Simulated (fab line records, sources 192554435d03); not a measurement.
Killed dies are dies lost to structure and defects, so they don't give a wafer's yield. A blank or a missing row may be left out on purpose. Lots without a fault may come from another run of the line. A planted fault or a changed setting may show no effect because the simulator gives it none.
fab line records | flow n5_finfet
record lots=10 wafers=30 last_day=18
route steps=1938 shown BEOL_M10@1490 PASSIVATION@1936
lots that met no fault: from a run of the same line without faults
start_h: hours from the record's first day to the start of the lot's first wafer shown | wait_h: hours since the lot's step before | " the same as in the row above | L1.1+2: a row that stands for several wafers | - no value, or no start given | * or withheld: withheld | < > ~ a bound
route shown NAME@n: a module of which the file shows steps, and the number in the route of the first | usual: mean/standard deviation of fault-free wafers | same: alike in all rows | chamber/n: place in a boat | sites: the reading at each site | _std_site: their standard deviation | _edge_site: outer sites' mean less inner sites' | radius_mm: how far each site lies from the wafer's centre | mask NAME#n: copy n | behind: the tool/chamber that last shaped the wafer | hold: why the lot was held/for how many hours/how that ended | device: the transistor (n, p or np) that didn't switch | end of line: the same wafers' tests at the end of the route | a step without rows: its recipe alone | killed: dies lost to structure and defects at the first sort, not the wafer's yield | map: a wafer's dies, x killed, . not, _ none there
set.NAME: the setting as run; set.NAME@STEP: as run at that earlier step | model.NAME: the simulator's own value behind a step, which no gauge read
steps of the route over a sample of lots; a table a step, a row a wafer
services: from which hour (start_h, from the record's first day; less than 0 if before it) a tool's chamber was out of use, for how many hours, and why
## steps
# step N5_BEOL_M10_STRIP_67
# recipe chemistry=CF4 resist=SiARC power_w=300 bias_power_w=75 pressure_mtorr=50 cf4_flow_sccm=150 rf_frequency_hz=6e+07
# usual bias_power_w=75.00/0.24 drypump_motor_current_A=5.8/0.43 oes_product_au=0.82/0.096 rf_vpp_V=271.0/1.7 showerhead_plenum_p_Torr=1.78/0.068 throttle_valve_pct=13.45/0.26
# columns lot.wafer tool chamber start_h wait_h bias_power_w drypump_motor_current_A oes_product_au rf_hours_counter_h rf_vpp_V showerhead_plenum_p_Torr throttle_valve_pct
L913.2 rie_diel-04 2 209.71 0.0 74.71 5.8 0.73 190 272.3 1.84 13.72
L913.4 " 2 " " 74.80 5.8 0.72 - 271.7 1.84 13.74
L913.6 " 3 " " 75.26 5.3 0.87 - 270.5 1.73 13.07
L914.1 rie_diel-06 3 224.89 0.0 75.16 6.5 0.84 71 270.6 1.72 13.35
L914.4 " 1 " " 74.80 6.0 0.68 - 270.1 1.77 14.09
L914.5 " 2 " " 74.93 5.4 0.70 - 269.0 1.70 13.79
L922.2 rie_diel-06 2 267.19 0.0 74.93 5.5 0.69 235 269.9 1.69 13.83
L922.3 " 1 " " 75.58 6.0 0.94 8 271.9 1.77 13.50
L922.4 " 0 " " 75.18 6.6 0.92 15 271.2 1.78 13.52
L924.2 rie_diel-06 0 290.32 0.0 75.20 6.6 0.91 21 271.6 1.78 13.54
L924.3 " 3 " " 75.19 6.5 0.82 95 270.2 1.72 13.42
L924.5 " 0 " " 74.82 6.6 0.91 - 271.3 1.78 13.53
L923.1 rie_diel-05 3 293.47 0.0 75.22 5.6 0.93 22 269.9 1.76 13.37
L923.2 " 1 " " 75.08 6.1 0.80 87 270.3 1.74 13.26
L923.5 " 1 " " 74.93 6.0 0.80 - 270.3 1.74 13.25
L925.1 rie_diel-05 1 293.72 0.0 75.26 6.1 0.80 88 272.9 1.74 13.27
L925.4 " 0 " " 75.14 5.7 0.88 - 273.1 1.90 13.34
L925.5 " 3 " " 75.00 5.6 0.92 - 271.1 1.76 13.38
L926.2 rie_diel-04 3 318.77 0.0 75.09 5.4 0.80 86 269.1 1.72 13.16
L926.4 " 1 " " 75.31 5.3 0.69 239 269.4 1.72 13.58
L926.5 " 3 " " 75.34 5.4 0.82 - 269.3 1.72 13.19
L933.3 rie_diel-04 0 362.39 0.0 75.28 5.6 0.86 53 273.7 1.89 13.16
L933.5 " 0 " " 75.08 5.6 0.86 - 272.7 1.89 13.16
L933.6 " 3 " " 74.87 5.3 0.80 - 270.2 1.72 13.18
L934.1 rie_diel-05 3 368.84 0.0 75.20 5.6 0.88 45 270.6 1.75 13.42
L934.4 " 2 " " 74.94 5.1 0.93 14 271.4 1.85 13.15
L934.5 " 2 " " 74.70 5.1 0.92 - 272.9 1.85 13.18
L935.1 rie_diel-05 1 381.75 0.0 75.03 6.0 0.78 114 269.9 1.73 13.33
L935.5 " 1 " " 74.81 6.1 0.78 - 268.3 1.73 13.31
L935.6 " 0 " " 75.09 5.7 0.83 - 273.3 1.89 13.41
# step N5_BEOL_M10_CD_MEAS_18
# recipe pitch_nm=140 target_cd_nm=70
# usual cd_nm=69.7/0.81
# columns lot.wafer tool chamber start_h wait_h cd_nm
L913.2 cd_sem-01 - 210.05 0.1 70.1
L913.4 " - " " 71.1
L913.6 " - " " 70.4
L914.1 cd_sem-03 - 225.22 0.1 71.4
L914.4 " - " " 70.9
L914.5 " - " " 69.2
L922.2 cd_sem-03 - 267.41 0.1 71.6
L922.3 " - " " 70.5
L922.4 " - " " 69.5
L924.2 cd_sem-01 - 290.65 0.1 69.2
L924.3 " - " " 69.6
L924.5 " - " " 69.5
L923.1 cd_sem-03 - 293.81 0.0 70.6
L923.2 " - " " 69.7
L923.5 " - " " 69.4
L925.1 cd_sem-03 - 293.94 0.0 68.1
L925.4 " - " " 68.5
L925.5 " - " " 69.0
L926.2 cd_sem-02 - 319.00 0.1 69.0
L926.4 " - " " 68.7
L926.5 " - " " 69.1
L933.3 cd_sem-01 - 362.61 0.1 70.1
L933.5 " - " " 69.9
L933.6 " - " " 68.9
L934.1 cd_sem-02 - 369.25 0.0 71.1
L934.4 " - " " 69.8
L934.5 " - " " 69.3
L935.1 cd_sem-01 - 382.03 0.0 69.5
L935.5 " - " " 70.6
L935.6 " - " " 69.4
# step N5_BEOL_M10_EXPOSE_25
# recipe mask_id=V9 na=1.35 source_shape=annular sigma_inner=0.5 sigma_outer=0.8 polarization=unpolarized dose_mj=85.5
# columns lot.wafer tool chamber start_h wait_h mask
L913.2+4+6 arfi_scanner-01 0 212.35 - V9#0
L914.1+4+5 arfi_scanner-01 0 227.34 - V9#0
L922.2+3+4 arfi_scanner-03 0 269.25 - V9#0
L924.2+3+5 arfi_scanner-03 0 290.83 - V9#0
L923.1+2+5 arfi_scanner-02 0 294.17 - V9#0
L925.1+4+5 arfi_scanner-03 0 294.33 - V9#0
L926.2+4+5 arfi_scanner-02 0 320.11 - V9#0
L933.3+5+6 arfi_scanner-03 0 363.43 - V9#0
L934.1+4+5 arfi_scanner-01 0 370.72 - V9#0
L935.1+5+6 arfi_scanner-03 0 382.87 - V9#0
# step N5_BEOL_M10_OVL_MEAS_29
# recipe points_per_wafer=44
# usual V9_OVL=0.0/0.68
# columns lot.wafer tool chamber start_h wait_h V9_OVL[nm]
L913.2 overlay-01 0 212.51 0.0 0.0
L913.4 " 0 " " -0.1
L913.6 " 0 " " -0.7
L914.1 overlay-02 0 227.50 0.0 0.2
L914.4 " 0 " " 0.3
L914.5 " 0 " " -0.1
L922.2 overlay-01 0 269.41 0.0 -0.1
L922.3 " 0 " " 0.0
L922.4 " 0 " " 0.6
L924.2 overlay-01 0 290.99 0.0 0.3
L924.3 " 0 " " 0.0
L924.5 " 0 " " -0.1
L923.1 overlay-01 0 294.33 0.0 -0.2
L923.2 " 0 " " 0.0
L923.5 " 0 " " -0.6
L925.1 overlay-01 0 294.49 0.0 -1.1
L925.4 " 0 " " -0.8
L925.5 " 0 " " -0.2
L926.2 overlay-01 0 320.26 0.0 -1.2
L926.4 " 0 " " -1.1
L926.5 " 0 " " -0.8
L933.3 overlay-02 0 363.58 0.0 8.4
L933.5 " 0 " " 7.2
L933.6 " 0 " " 7.3
L934.1 overlay-02 0 370.88 0.0 -1.2
L934.4 " 0 " " 0.4
L934.5 " 0 " " -1.0
L935.1 overlay-01 0 383.09 0.1 6.7
L935.5 " 0 " " 7.6
L935.6 " 0 " " 6.6
# step N5_BEOL_M10_ETCH_41
# recipe chemistry=CH3F/O2 target=SiCN target_depth_a=426 taper_deg=2 time_s=86 ion_energy_ev=120 mask_material=TiN pressure_mtorr=30 source_w=395 bias_w=75 Ar_flow_sccm=150 CH3F_flow_sccm=30 O2_flow_sccm=20
# usual drypump_motor_current_A=5.8/0.44 oes_product_au=0.82/0.095 rf_vpp_V=297.2/1.7 showerhead_plenum_p_Torr=1.99/0.091 throttle_valve_pct=16.17/0.17
# columns lot.wafer tool chamber start_h wait_h drypump_motor_current_A oes_product_au rf_hours_counter_h rf_vpp_V showerhead_plenum_p_Torr throttle_valve_pct
L913.2 rie_diel-04 3 - - 5.3 0.86 48 297.4 1.96 15.96
L913.4 " 2 " " 5.8 0.71 - 298.6 2.06 16.44
L913.6 " 1 " " 5.2 0.69 - 294.6 1.89 15.99
L914.1 rie_diel-04 3 - - 5.3 0.84 55 296.6 1.96 15.99
L914.4 " 1 " " 5.2 0.69 207 295.1 1.89 16.01
L914.5 " 1 " " 5.2 0.70 - 293.1 1.89 16.02
L922.2 rie_diel-04 3 - - 5.3 0.84 70 298.2 1.96 16.02
L922.3 " 1 " " 5.2 0.68 221 295.8 1.89 16.05
L922.4 " 2 " " 5.7 0.69 215 298.3 2.05 16.49
L924.2 rie_diel-05 3 - - 5.6 0.91 21 297.7 1.97 16.24
L924.3 " 1 " " 6.1 0.81 86 296.7 1.95 16.12
L924.5 " 1 " " 6.1 0.82 - 296.6 1.95 16.11
L923.1 rie_diel-05 0 - - 5.8 0.89 27 300.5 2.14 16.19
L923.2 " 1 " " 6.1 0.81 88 295.2 1.95 16.12
L923.5 " 0 " " 5.7 0.89 - 299.8 2.14 16.18
L925.1 rie_diel-05 3 - - 5.6 0.92 23 297.6 1.97 16.25
L925.4 " 1 " " 6.1 0.80 - 296.8 1.95 16.13
L925.5 " 0 " " 5.7 0.89 - 300.5 2.14 16.18
L926.2 rie_diel-05 1 - - 6.1 0.78 99 296.7 1.95 16.14
L926.4 " 2 " " 5.1 0.95 3 298.7 2.07 15.88
L926.5 " 1 " " 6.1 0.79 - 296.0 1.95 16.13
L933.3 rie_diel-05 0 - - 5.7 0.85 46 299.0 2.13 16.22
L933.5 " 0 " " 5.7 0.84 - 299.3 2.13 16.22
L933.6 " 1 " " 6.1 0.78 - 295.7 1.95 16.16
L934.1 rie_diel-04 2 - - 5.8 0.68 248 297.4 2.04 16.56
L934.4 " 0 " " 5.6 0.86 - 298.8 2.13 16.00
L934.5 " 2 " " 5.8 0.67 - 297.8 2.04 16.54
L935.1 rie_diel-05 3 - - 5.6 0.86 50 296.0 1.96 16.31
L935.5 " 2 " " 5.1 0.89 - 297.9 2.06 15.92
L935.6 " 3 " " 5.6 0.87 - 295.8 1.96 16.30
# step N5_PASSIVATION_PROBE_49
# usual defect_limited_yield=91.1/1.5 killed_at_M0_to_M3=37/11 killed_at_M4_up=13/5.6 killed_at_contacts=12/5.6 killed_at_front_end=39/11 killed_at_other=4/3.1 killed_dies=105/18 killed_open=69/13 killed_short=35/7.4 sort_bin_4_leakage=0.00/0.022 sort_bin_5_function=5.1/0.92 sort_bin_6_memory=3.4/0.76 sort_bin_8_speed=0.02/0.11 sort_n_pass=1075/18 sort_yield_pct=91.1/1.5
# same gross_dies=1180 killed_at_back_side=0
# columns lot.wafer tool chamber start_h wait_h defect_limited_yield[%] killed_at_M0_to_M3 killed_at_M4_up killed_at_contacts killed_at_front_end killed_at_other killed_dies killed_open killed_short sort_bin_4_leakage[%] sort_bin_5_function[%] sort_bin_6_memory[%] sort_bin_8_speed[%] sort_n_pass sort_yield_pct[%]
L924.2 prober-01 - 344.24 0.1 94.1 28 8 3 25 6 70 46 23 0 3.0 2.7 0 1110 94.1
L924.3 prober-01 - 344.29 0.1 94.2 25 2 4 28 9 68 37 31 0 3.4 2.2 0 1112 94.2
L924.5 prober-01 - 344.39 0.2 91.4 49 7 8 33 4 101 73 28 0 5.0 3.5 0 1079 91.4
L926.2 prober-01 - 381.27 0.1 92.5 38 11 13 23 4 89 62 27 0 4.4 3.0 0 1091 92.5
L926.4 prober-01 - 381.37 0.2 88.7 58 16 18 34 7 133 86 45 0 6.7 4.3 0 1047 88.7
L926.5 prober-01 - 381.42 0.2 92.1 25 9 10 37 12 93 59 34 0 5.0 2.4 0 1087 92.1
# killed by level:class
L924.2 BEOL_M2:geometric_particle:open=9 BEOL_M0_SAQP:geometric_particle:open=6 BEOL_M2:geometric_particle:short=5 STI_FIN_REVEAL:geometric_particle:open=4 ILD0:geometric_particle:open=4 GATE_CUT:geometric_particle:open=4 FIN_SAQP:geometric_particle:short=3 ILD0:geometric_particle:short=3
L924.3 BEOL_M0_SAQP:geometric_particle:short=10 FIN_SAQP:geometric_particle:short=5 STI_FIN_REVEAL:geometric_particle:open=5 GATE_CUT:geometric_particle:short=5 BEOL_M3:geometric_particle:open=4 DUMMY_GATE:geometric_particle:open=3 MOL_CONTACT_COAG:geometric_particle:open=3 BEOL_M0_SAQP:geometric_particle:open=3
L924.5 BEOL_M0_SAQP:geometric_particle:open=15 BEOL_M0_SAQP:geometric_particle:short=12 DUMMY_GATE:geometric_particle:open=11 BEOL_M0:geometric_particle:open=7 BEOL_M2:geometric_particle:open=7 STI_FIN_REVEAL:geometric_particle:open=6 MOL_CONTACT_COAG:geometric_particle:open=6 GATE_CUT:geometric_particle:open=3
L926.2 BEOL_M0_SAQP:geometric_particle:open=12 MOL_CONTACT_COAG:geometric_particle:open=8 BEOL_M3:geometric_particle:open=8 STI_FIN_REVEAL:geometric_particle:open=5 MOL_CONTACT_COAG:geometric_particle:short=5 BEOL_M3:geometric_particle:short=5 BEOL_M0_SAQP:geometric_particle:short=4 FIN_SAQP:geometric_particle:open=3
L926.4 BEOL_M0_SAQP:geometric_particle:open=20 BEOL_M0_SAQP:geometric_particle:short=18 MOL_CONTACT_COAG:geometric_particle:open=15 FIN_SAQP:geometric_particle:short=10 BEOL_M4:geometric_particle:open=8 BEOL_M3:geometric_particle:open=7 BEOL_M2:geometric_particle:open=6 FIN_SAQP:geometric_particle:open=5
L926.5 BEOL_M0_SAQP:geometric_particle:open=10 FIN_SAQP:geometric_particle:short=7 MOL_CONTACT_COAG:geometric_particle:open=7 BEOL_M3:geometric_particle:open=7 DUMMY_GATE:geometric_particle:open=6 BEOL_M5:geometric_particle:open=6 PASS1_CAP:geometric_particle:short=5 FIN_SAQP:geometric_particle:open=4
## services
# columns tool chamber start_h hours kind
arfi_scanner-03 - 186.93 1.3 pm
arfi_scanner-03 - 192.61 3.1 pm
arfi_scanner-01 - 203.46 4.9 pm
rie_diel-05 3 209.61 4.5 repair
arfi_scanner-03 - 216.87 0.8 pm
rie_diel-05 0 223.81 5.5 repair
arfi_scanner-01 - 233.34 85.2 repair
rie_diel-04 - 266.81 2.4 repair
rie_diel-06 - 267.21 0.6 repair
arfi_scanner-03 - 274.95 0.5 repair
rie_diel-06 - 275.37 4.3 pm
rie_diel-06 2 294.86 13.9 repair
rie_diel-04 2 302.94 7.1 repair
rie_diel-04 2 310.68 4.4 repair
arfi_scanner-03 - 312.43 1.3 pm
arfi_scanner-03 - 316.70 1.0 pm
arfi_scanner-01 - 318.57 1.3 pm
arfi_scanner-03 - 319.18 1.0 pm
arfi_scanner-01 - 319.87 1.0 pm
arfi_scanner-01 - 334.69 0.8 pm
arfi_scanner-01 - 345.41 5.8 repair
rie_diel-04 3 347.13 14.3 repair
rie_diel-06 3 352.68 16.5 repair
arfi_scanner-01 - 367.01 1.3 pm
## key
first_sign step=N5_BEOL_M10_OVL_MEAS_29 reading=V9_OVL direction=up sigmas=11 usual=0.0 struck=7.3
effect none on later readings
met_at N5_BEOL_M10_EXPOSE_25
struck_lots L933,L935
not_acting_at N5_BEOL_M10_STRIP_67,N5_BEOL_M10_CD_MEAS_18,N5_BEOL_M10_ETCH_41
onset_between 294.33 363.43
fault kind=scanner_matching_overlay tool=arfi_scanner-03 chamber=- onset_h=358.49 steps=N5_BEOL_M10_EXPOSE_25 offset=7.8057
